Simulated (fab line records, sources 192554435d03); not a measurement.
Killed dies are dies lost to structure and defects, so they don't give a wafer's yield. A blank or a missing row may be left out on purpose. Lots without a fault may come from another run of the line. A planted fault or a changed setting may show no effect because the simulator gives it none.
Chamber matching | flow n5_finfet | N5_SD_EPI_N_ETCH_34 on rie_diel-01: 4 sister chambers
The step etches SiARC in CF4, target depth 45.5 nm, time 75.8 s. 4 wafers are shown with their chamber, then 10 later ones without.

WAFERS WITH THEIR CHAMBER
wafer  | chamber | showerhead_plenum_p_Torr (Torr)
L090.5 | 0       | 2.17
L090.6 | 3       | 2.02
L092.2 | 1       | 2.23
L092.5 | 2       | 2.20

WAFERS WITHOUT THEIR CHAMBER
wafer  | showerhead_plenum_p_Torr (Torr)
L092.6 | 2.23
L094.4 | 2.22
L094.5 | 2.17
L094.6 | 2.20
L096.1 | 2.17
L096.2 | 2.22
L096.3 | 2.27
L097.1 | 2.17
L097.4 | 2.20
L097.5 | 2.20

WHICH CHAMBER EACH WENT THROUGH
wafer  | from the rows above     | in truth
L092.6 | 1                       | 1
L094.4 | can't be placed: 1 or 2 | 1
L094.5 | 0                       | 0
L094.6 | 2                       | 2
L096.1 | 0                       | 0
L096.2 | can't be placed: 1 or 2 | 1
L096.3 | 1                       | 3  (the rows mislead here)
L097.1 | 0                       | 0
L097.4 | 2                       | 2
L097.5 | 2                       | 2
Placed correctly: 7 of 10. Can't be placed from these rows: 2 (the true chamber is among the candidates in 2). Placed wrongly: 1.
How it was worked out, from the rows above alone: a wafer's distance from a chamber is the root of the sum, over the readings, of the square of ((its reading less the chamber's mean) divided by the reading's scatter). The wafer belongs to the nearest chamber; if the next one is less than 2 further off, it can't be placed. A chamber's mean is the mean of its shown wafers. The scatter: with one shown wafer a chamber, the root of the mean of the squares of how far each hidden wafer lies from its nearest shown one.
